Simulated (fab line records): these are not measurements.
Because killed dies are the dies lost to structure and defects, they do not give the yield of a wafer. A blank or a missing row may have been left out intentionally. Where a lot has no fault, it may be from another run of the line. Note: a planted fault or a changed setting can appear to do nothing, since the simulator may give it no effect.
Which tool did it? :: flow nand harc :: 24 lots, 72 wafers sampled, at 6 steps of a route of 1302

## WHAT EACH GAUGE READ, for each wafer
Not one reading of a measure or inspect step in the record can be checked against a usual standard deviation.

## WHICH TOOL RAN EACH LOT (tool, then ch and the chambers of the sampled wafers, then the start)
lot: L075
NHARC_A_WL_FILL_ETCHBACK_16: rie diel-02 ch 0,2,3, day 22 02:50 or earlier
NHARC_A_WL_FILL_CVD_20: cvd w-01 ch 0,1, day 22 02:50 or earlier
NHARC_A_CONTACT_ETCH_111: har cap etch-02 ch 0,1, day 22 02:50
NHARC_A_CONTACT_ETCH_114: har cap etch-02 ch 0,1, day 22 03:22
NHARC_A_CONTACT_ETCH_115: har cap etch-02 ch 0,1, day 22 03:32
NHARC_A_CONTACT_ETCH_132: har cap etch-02 ch 0,1, day 22 17:34

lot: L074
NHARC_A_WL_FILL_ETCHBACK_16: rie diel-04 ch 0,1,2, day 22 03:42 or earlier
NHARC_A_WL_FILL_CVD_20: cvd w-02 ch 0, day 22 03:42 or earlier
NHARC_A_CONTACT_ETCH_111: har cap etch-03 ch 0,1, day 22 03:42
NHARC_A_CONTACT_ETCH_114: har cap etch-03 ch 0,1, day 22 04:25
NHARC_A_CONTACT_ETCH_115: har cap etch-03 ch 0,1, day 22 04:39
NHARC_A_CONTACT_ETCH_132: har cap etch-03 ch 0,1, day 22 18:04

lot: L076
NHARC_A_WL_FILL_ETCHBACK_16: rie diel-04 ch 2,3, day 22 11:55 or earlier
NHARC_A_WL_FILL_CVD_20: cvd w-02 ch 0,1, day 22 11:55 or earlier
NHARC_A_CONTACT_ETCH_111: har cap etch-01 ch 0,1, day 22 11:55
NHARC_A_CONTACT_ETCH_114: har cap etch-01 ch 0,1, day 22 12:26
NHARC_A_CONTACT_ETCH_115: har cap etch-01 ch 0,1, day 22 12:36
NHARC_A_CONTACT_ETCH_132: har cap etch-01 ch 0,1, day 22 23:16

lot: L077
NHARC_A_WL_FILL_ETCHBACK_16: rie diel-04 ch 0,2,3, day 23 11:29 or earlier
NHARC_A_WL_FILL_CVD_20: cvd w-01 ch 0,1, day 23 11:29 or earlier
NHARC_A_CONTACT_ETCH_111: har cap etch-02 ch 0,1, day 23 11:29
NHARC_A_CONTACT_ETCH_114: har cap etch-02 ch 0,1, day 23 12:02
NHARC_A_CONTACT_ETCH_115: har cap etch-02 ch 0,1, day 23 12:12
NHARC_A_CONTACT_ETCH_132: har cap etch-02 ch 0,1, day 23 23:22

lot: L080
NHARC_A_WL_FILL_ETCHBACK_16: rie diel-02 ch 2,3, day 23 13:10 or earlier
NHARC_A_WL_FILL_CVD_20: cvd w-01 ch 0,1, day 23 13:10 or earlier
NHARC_A_CONTACT_ETCH_111: har cap etch-03 ch 0,1, day 23 13:10
NHARC_A_CONTACT_ETCH_114: har cap etch-03 ch 0,1, day 23 13:43
NHARC_A_CONTACT_ETCH_115: har cap etch-03 ch 0,1, day 23 13:53
NHARC_A_CONTACT_ETCH_132: har cap etch-03 ch 0,1, day 24 00:37

lot: L078
NHARC_A_WL_FILL_ETCHBACK_16: rie diel-04 ch 0,1,2, day 23 16:53 or earlier
NHARC_A_WL_FILL_CVD_20: cvd w-02 ch 0,1, day 23 16:53 or earlier
NHARC_A_CONTACT_ETCH_111: har cap etch-01 ch 0,1, day 23 16:53
NHARC_A_CONTACT_ETCH_114: har cap etch-01 ch 0,1, day 23 17:35
NHARC_A_CONTACT_ETCH_115: har cap etch-01 ch 0,1, day 23 17:49
NHARC_A_CONTACT_ETCH_132: har cap etch-03 ch 0,1, day 24 11:23

lot: L079
NHARC_A_WL_FILL_ETCHBACK_16: rie diel-02 ch 0,1,2, day 23 23:29 or earlier
NHARC_A_WL_FILL_CVD_20: cvd w-02 ch 0,1, day 23 23:29 or earlier
NHARC_A_CONTACT_ETCH_111: har cap etch-01 ch 0,1, day 23 23:29
NHARC_A_CONTACT_ETCH_114: har cap etch-01 ch 0,1, day 24 00:26
NHARC_A_CONTACT_ETCH_115: har cap etch-01 ch 0,1, day 24 00:44
NHARC_A_CONTACT_ETCH_132: har cap etch-03 ch 0,1, day 24 18:17

lot: L081
NHARC_A_WL_FILL_ETCHBACK_16: rie diel-10 ch 0,1,2, day 24 07:52 or earlier
NHARC_A_WL_FILL_CVD_20: cvd w-01 ch 0,1, day 24 07:52 or earlier
NHARC_A_CONTACT_ETCH_111: har cap etch-02 ch 0,1, day 24 07:52
NHARC_A_CONTACT_ETCH_114: har cap etch-02 ch 0,1, day 24 08:23
NHARC_A_CONTACT_ETCH_115: har cap etch-02 ch 0,1, day 24 08:34
NHARC_A_CONTACT_ETCH_132: har cap etch-02 ch 0,1, day 24 21:56

lot: L083
NHARC_A_WL_FILL_ETCHBACK_16: rie diel-04 ch 0,1,2, day 24 23:43 or earlier
NHARC_A_WL_FILL_CVD_20: cvd w-02 ch 0,1, day 24 23:43 or earlier
NHARC_A_CONTACT_ETCH_111: har cap etch-02 ch 0, day 24 23:43
NHARC_A_CONTACT_ETCH_114: har cap etch-02 ch 0, day 25 00:15
NHARC_A_CONTACT_ETCH_115: har cap etch-02 ch 0, day 25 00:26
NHARC_A_CONTACT_ETCH_132: har cap etch-01 ch 0,1, day 25 12:17

lot: L082
NHARC_A_WL_FILL_ETCHBACK_16: rie diel-02 ch 0,2, day 24 23:23 or earlier
NHARC_A_WL_FILL_CVD_20: cvd w-02 ch 0,1, day 24 23:23 or earlier
NHARC_A_CONTACT_ETCH_111: har cap etch-03 ch 0,1, day 24 23:23
NHARC_A_CONTACT_ETCH_114: har cap etch-03 ch 0,1, day 24 23:55
NHARC_A_CONTACT_ETCH_115: har cap etch-03 ch 0,1, day 25 00:05
NHARC_A_CONTACT_ETCH_132: har cap etch-02 ch 0,1, day 25 10:47

lot: L085
NHARC_A_WL_FILL_ETCHBACK_16: rie diel-10 ch 1,2,3, day 25 19:38 or earlier
NHARC_A_WL_FILL_CVD_20: cvd w-02 ch 0,1, day 25 19:38 or earlier
NHARC_A_CONTACT_ETCH_111: har cap etch-03 ch 0,1, day 25 19:38
NHARC_A_CONTACT_ETCH_114: har cap etch-03 ch 0,1, day 25 20:11
NHARC_A_CONTACT_ETCH_115: har cap etch-03 ch 0,1, day 25 20:21
NHARC_A_CONTACT_ETCH_132: har cap etch-02 ch 0,1, day 26 07:10

lot: L084
NHARC_A_WL_FILL_ETCHBACK_16: rie diel-04 ch 1,2, day 25 23:48 or earlier
NHARC_A_WL_FILL_CVD_20: cvd w-01 ch 0,1, day 25 23:48 or earlier
NHARC_A_CONTACT_ETCH_111: har cap etch-03 ch 1, day 25 23:48
NHARC_A_CONTACT_ETCH_114: har cap etch-03 ch 1, day 26 00:20
NHARC_A_CONTACT_ETCH_115: har cap etch-03 ch 1, day 26 00:31
NHARC_A_CONTACT_ETCH_132: har cap etch-01 ch 0,1, day 26 11:29

lot: L086
NHARC_A_WL_FILL_ETCHBACK_16: rie diel-04 ch 0,1,3, day 26 14:49 or earlier
NHARC_A_WL_FILL_CVD_20: cvd w-01 ch 0,1, day 26 14:49 or earlier
NHARC_A_CONTACT_ETCH_111: har cap etch-02 ch 0,1, day 26 14:49
NHARC_A_CONTACT_ETCH_114: har cap etch-02 ch 0,1, day 26 15:26
NHARC_A_CONTACT_ETCH_115: har cap etch-02 ch 0,1, day 26 15:36
NHARC_A_CONTACT_ETCH_132: har cap etch-03 ch 0,1, day 27 02:25

lot: L088
NHARC_A_WL_FILL_ETCHBACK_16: rie diel-02 ch 2,3, day 27 05:45 or earlier
NHARC_A_WL_FILL_CVD_20: cvd w-01 ch 0,1, day 27 05:45 or earlier
NHARC_A_CONTACT_ETCH_111: har cap etch-02 ch 0,1, day 27 05:45
NHARC_A_CONTACT_ETCH_114: har cap etch-02 ch 0,1, day 27 06:17
NHARC_A_CONTACT_ETCH_115: har cap etch-02 ch 0,1, day 27 06:28
NHARC_A_CONTACT_ETCH_132: har cap etch-01 ch 0, day 27 17:55

lot: L087
NHARC_A_WL_FILL_ETCHBACK_16: rie diel-10 ch 0,1,3, day 27 06:29 or earlier
NHARC_A_WL_FILL_CVD_20: cvd w-01 ch 0,1, day 27 06:29 or earlier
NHARC_A_CONTACT_ETCH_111: har cap etch-01 ch 0,1, day 27 06:29
NHARC_A_CONTACT_ETCH_114: har cap etch-01 ch 0,1, day 27 07:01
NHARC_A_CONTACT_ETCH_115: har cap etch-01 ch 0,1, day 27 07:11
NHARC_A_CONTACT_ETCH_132: har cap etch-03 ch 0,1, day 27 18:17

lot: L089
NHARC_A_WL_FILL_ETCHBACK_16: rie diel-04 ch 1,3, day 27 12:32 or earlier
NHARC_A_WL_FILL_CVD_20: cvd w-01 ch 0,1, day 27 12:32 or earlier
NHARC_A_CONTACT_ETCH_111: har cap etch-02 ch 0,1, day 27 12:32
NHARC_A_CONTACT_ETCH_114: har cap etch-02 ch 0,1, day 27 13:04
NHARC_A_CONTACT_ETCH_115: har cap etch-02 ch 0,1, day 27 13:14
NHARC_A_CONTACT_ETCH_132: har cap etch-01 ch 0,1, day 28 01:23

lot: L090
NHARC_A_WL_FILL_ETCHBACK_16: rie diel-02 ch 0,3, day 27 21:06 or earlier
NHARC_A_WL_FILL_CVD_20: cvd w-01 ch 0,1, day 27 21:06 or earlier
NHARC_A_CONTACT_ETCH_111: har cap etch-02 ch 0,1, day 27 21:06
NHARC_A_CONTACT_ETCH_114: har cap etch-02 ch 0,1, day 27 21:38
NHARC_A_CONTACT_ETCH_115: har cap etch-02 ch 0,1, day 27 21:49
NHARC_A_CONTACT_ETCH_132: har cap etch-01 ch 0,1, day 28 08:27

lot: L091
NHARC_A_WL_FILL_ETCHBACK_16: rie diel-04 ch 0,2, day 29 04:36 or earlier
NHARC_A_WL_FILL_CVD_20: cvd w-01 ch 0,1, day 29 04:36 or earlier
NHARC_A_CONTACT_ETCH_111: har cap etch-01 ch 0, day 29 04:36
NHARC_A_CONTACT_ETCH_114: har cap etch-01 ch 0, day 29 05:08
NHARC_A_CONTACT_ETCH_115: har cap etch-01 ch 0, day 29 05:18
NHARC_A_CONTACT_ETCH_132: har cap etch-01 ch 0,1, day 29 20:46

lot: L092
NHARC_A_WL_FILL_ETCHBACK_16: rie diel-02 ch 0,2,3, day 29 17:07 or earlier
NHARC_A_WL_FILL_CVD_20: cvd w-01 ch 0,1, day 29 17:07 or earlier
NHARC_A_CONTACT_ETCH_111: har cap etch-02 ch 0,1, day 29 17:07
NHARC_A_CONTACT_ETCH_114: har cap etch-02 ch 0,1, day 29 17:40
NHARC_A_CONTACT_ETCH_115: har cap etch-02 ch 0,1, day 29 17:49
NHARC_A_CONTACT_ETCH_132: har cap etch-02 ch 0,1, day 30 05:52

lot: L093
NHARC_A_WL_FILL_ETCHBACK_16: rie diel-10 ch 2,3, day 29 15:58 or earlier
NHARC_A_WL_FILL_CVD_20: cvd w-01 ch 0, day 29 15:58 or earlier
NHARC_A_CONTACT_ETCH_111: har cap etch-03 ch 0,1, day 29 15:58
NHARC_A_CONTACT_ETCH_114: har cap etch-03 ch 0,1, day 29 16:30
NHARC_A_CONTACT_ETCH_115: har cap etch-03 ch 0,1, day 29 16:40
NHARC_A_CONTACT_ETCH_132: har cap etch-03 ch 0,1, day 30 03:17

lot: L095
NHARC_A_WL_FILL_ETCHBACK_16: rie diel-02 ch 1,3, day 30 06:20 or earlier
NHARC_A_WL_FILL_CVD_20: cvd w-01 ch 0,1, day 30 06:20 or earlier
NHARC_A_CONTACT_ETCH_111: har cap etch-03 ch 1, day 30 06:20
NHARC_A_CONTACT_ETCH_114: har cap etch-03 ch 1, day 30 06:53
NHARC_A_CONTACT_ETCH_115: har cap etch-03 ch 1, day 30 07:03
NHARC_A_CONTACT_ETCH_132: har cap etch-01 ch 0,1, day 30 19:13

lot: L094
NHARC_A_WL_FILL_ETCHBACK_16: rie diel-02 ch 1,2, day 30 07:38 or earlier
NHARC_A_WL_FILL_CVD_20: cvd w-01 ch 1, day 30 07:38 or earlier
NHARC_A_CONTACT_ETCH_111: har cap etch-02 ch 0, day 30 07:38
NHARC_A_CONTACT_ETCH_114: har cap etch-02 ch 0, day 30 08:10
NHARC_A_CONTACT_ETCH_115: har cap etch-02 ch 0, day 30 08:20
NHARC_A_CONTACT_ETCH_132: har cap etch-03 ch 0, day 30 23:13

lot: L096
NHARC_A_WL_FILL_ETCHBACK_16: rie diel-10 ch 1,3, day 30 10:43 or earlier
NHARC_A_WL_FILL_CVD_20: cvd w-01 ch 0, day 30 10:43 or earlier
NHARC_A_CONTACT_ETCH_111: har cap etch-01 ch 0,1, day 30 10:43
NHARC_A_CONTACT_ETCH_114: har cap etch-01 ch 0,1, day 30 11:14
NHARC_A_CONTACT_ETCH_115: har cap etch-01 ch 0,1, day 30 11:25
NHARC_A_CONTACT_ETCH_132: har cap etch-02 ch 0,1, day 30 23:59

lot: L097
NHARC_A_WL_FILL_ETCHBACK_16: rie diel-10 ch 1,3, day 31 06:07 or earlier
NHARC_A_WL_FILL_CVD_20: cvd w-01 ch 0,1, day 31 06:07 or earlier
NHARC_A_CONTACT_ETCH_111: har cap etch-02 ch 0,1, day 31 06:07
NHARC_A_CONTACT_ETCH_114: har cap etch-02 ch 0,1, day 31 06:39
NHARC_A_CONTACT_ETCH_115: har cap etch-02 ch 0,1, day 31 06:49
NHARC_A_CONTACT_ETCH_132: har cap etch-02 ch 0,1, day 31 22:25
- NHARC_A_WL_FILL_ETCHBACK_16: etches the open film in C4F8/O2/Ar, target depth 120 nm, time 24 s.
- NHARC_A_WL_FILL_CVD_20: deposits W, target thk 100 nm, time 74 s.
- NHARC_A_CONTACT_ETCH_111: etches the open film in C4F8/O2/Ar, time 140 s, target depth 700 nm.
- NHARC_A_CONTACT_ETCH_114: etches the open film in C4F8/O2/Ar, time 190 s, target depth 1850 nm.
- NHARC_A_CONTACT_ETCH_115: etches the open film in C4F8/O2/Ar, time 190 s, target depth 1850 nm.
- NHARC_A_CONTACT_ETCH_132: etches the open film in C4F8/O2/Ar, time 197 s, target depth 1924 nm.

## AS READ BY THE TOOLS THEMSELVES (means over the sampled wafers that have a number; for cases with no such wafer, the mark the record gives instead)
NHARC_A_WL_FILL_ETCHBACK_16. Usual: oes product au 0.978 a.u., standard deviation 0.028; rf vpp V 722 V, standard deviation 4.5.
lot: L075
tool: rie diel-02
oes product au (a.u.): 1.006
rf vpp V (V): 721
flag: 

lot: L074
tool: rie diel-04
oes product au (a.u.): 0.963
rf vpp V (V): 720
flag: 

lot: L076
tool: rie diel-04
oes product au (a.u.): 0.975
rf vpp V (V): 719
flag: 

lot: L077
tool: rie diel-04
oes product au (a.u.): 0.966
rf vpp V (V): 719
flag: 

lot: L080
tool: rie diel-02
oes product au (a.u.): 0.924
rf vpp V (V): 720
flag: 

lot: L078
tool: rie diel-04
oes product au (a.u.): 1.004
rf vpp V (V): 719
flag: 

lot: L079
tool: rie diel-02
oes product au (a.u.): 0.989
rf vpp V (V): 724
flag: 

lot: L081
tool: rie diel-10
oes product au (a.u.): 0.997
rf vpp V (V): 728
flag: 

lot: L083
tool: rie diel-04
oes product au (a.u.): 0.997
rf vpp V (V): 720
flag: 

lot: L082
tool: rie diel-02
oes product au (a.u.): 0.925
rf vpp V (V): 723
flag: 

lot: L085
tool: rie diel-10
oes product au (a.u.): 0.924
rf vpp V (V): 726
flag: 

lot: L084
tool: rie diel-04
oes product au (a.u.): 1.003
rf vpp V (V): 720
flag: 

lot: L086
tool: rie diel-04
oes product au (a.u.): 0.987
rf vpp V (V): 719
flag: 

lot: L088
tool: rie diel-02
oes product au (a.u.): 0.966
rf vpp V (V): 717
flag: 

lot: L087
tool: rie diel-10
oes product au (a.u.): 0.995
rf vpp V (V): 724
flag: 

lot: L089
tool: rie diel-04
oes product au (a.u.): 0.994
rf vpp V (V): 719
flag: 

lot: L090
tool: rie diel-02
oes product au (a.u.): 0.919
rf vpp V (V): 723
flag: 

lot: L091
tool: rie diel-04
oes product au (a.u.): 0.998
rf vpp V (V): 719
flag: 

lot: L092
tool: rie diel-02
oes product au (a.u.): 1.002
rf vpp V (V): 721
flag: 

lot: L093
tool: rie diel-10
oes product au (a.u.): 0.996
rf vpp V (V): 726
flag: 

lot: L095
tool: rie diel-02
oes product au (a.u.): 0.997
rf vpp V (V): 724
flag: 

lot: L094
tool: rie diel-02
oes product au (a.u.): 0.999
rf vpp V (V): 726
flag: 

lot: L096
tool: rie diel-10
oes product au (a.u.): 0.989
rf vpp V (V): 726
flag: 

lot: L097
tool: rie diel-10
oes product au (a.u.): 0.971
rf vpp V (V): 723
flag: 

NHARC_A_WL_FILL_CVD_20. Usual: heater power w 799 W, standard deviation 45; throttle valve pct 8.05 %, standard deviation 0.19.
lot: L075
tool: cvd w-01
heater power w (W): 797
throttle valve pct (%): 7.88
flag: 

lot: L074
tool: cvd w-02
heater power w (W): 801
throttle valve pct (%): 8.26
flag: 

lot: L076
tool: cvd w-02
heater power w (W): 740
throttle valve pct (%): 8.05
flag: 

lot: L077
tool: cvd w-01
heater power w (W): 807
throttle valve pct (%): 8.19
flag: 

lot: L080
tool: cvd w-01
heater power w (W): 819
throttle valve pct (%): 7.82
flag: 

lot: L078
tool: cvd w-02
heater power w (W): 771
throttle valve pct (%): 8.09
flag: 

lot: L079
tool: cvd w-02
heater power w (W): 769
throttle valve pct (%): 8.16
flag: 

lot: L081
tool: cvd w-01
heater power w (W): 798
throttle valve pct (%): 7.97
flag: 

lot: L083
tool: cvd w-02
heater power w (W): 772
throttle valve pct (%): 8.18
flag: 

lot: L082
tool: cvd w-02
heater power w (W): 780
throttle valve pct (%): 8.19
flag: 

lot: L085
tool: cvd w-02
heater power w (W): 752
throttle valve pct (%): 8.19
flag: 

lot: L084
tool: cvd w-01
heater power w (W): 823
throttle valve pct (%): 8.00
flag: 

lot: L086
tool: cvd w-01
heater power w (W): 828
throttle valve pct (%): 7.78
flag: 

lot: L088
tool: cvd w-01
heater power w (W): 802
throttle valve pct (%): 8.31
flag: 

lot: L087
tool: cvd w-01
heater power w (W): 816
throttle valve pct (%): 7.85
flag: 

lot: L089
tool: cvd w-01
heater power w (W): 824
throttle valve pct (%): 7.93
flag: 

lot: L090
tool: cvd w-01
heater power w (W): 824
throttle valve pct (%): 8.13
flag: 

lot: L091
tool: cvd w-01
heater power w (W): 837
throttle valve pct (%): 8.04
flag: 

lot: L092
tool: cvd w-01
heater power w (W): 812
throttle valve pct (%): 8.07
flag: 

lot: L093
tool: cvd w-01
heater power w (W): 790
throttle valve pct (%): 8.11
flag: 

lot: L095
tool: cvd w-01
heater power w (W): 811
throttle valve pct (%): 8.07
flag: 

lot: L094
tool: cvd w-01
heater power w (W): 846
throttle valve pct (%): 7.96
flag: 

lot: L096
tool: cvd w-01
heater power w (W): 793
throttle valve pct (%): 8.13
flag: 

lot: L097
tool: cvd w-01
heater power w (W): 839
throttle valve pct (%): 8.13
flag: 

## THE ANSWER, worked out from the rows above alone
Rule: lot off if the mean of its wafers having a number is beyond 3 standard deviations from the usual mean. A lot without any number at a reading at which 4 lots or more have one is off too. Where the step has rows for the other lots, those lots are counted as sound. First the gauges in route order, then the tools' own readings, where a lot's mean is used as printed above. The first step at which some lot is off is used, and at that step the reading that is off furthest; a lot without a number counts as furthest.
No lot is off on any of the readings shown, so nothing can be concluded from this.

## WHAT THE SIMULATOR HAD PUT IN
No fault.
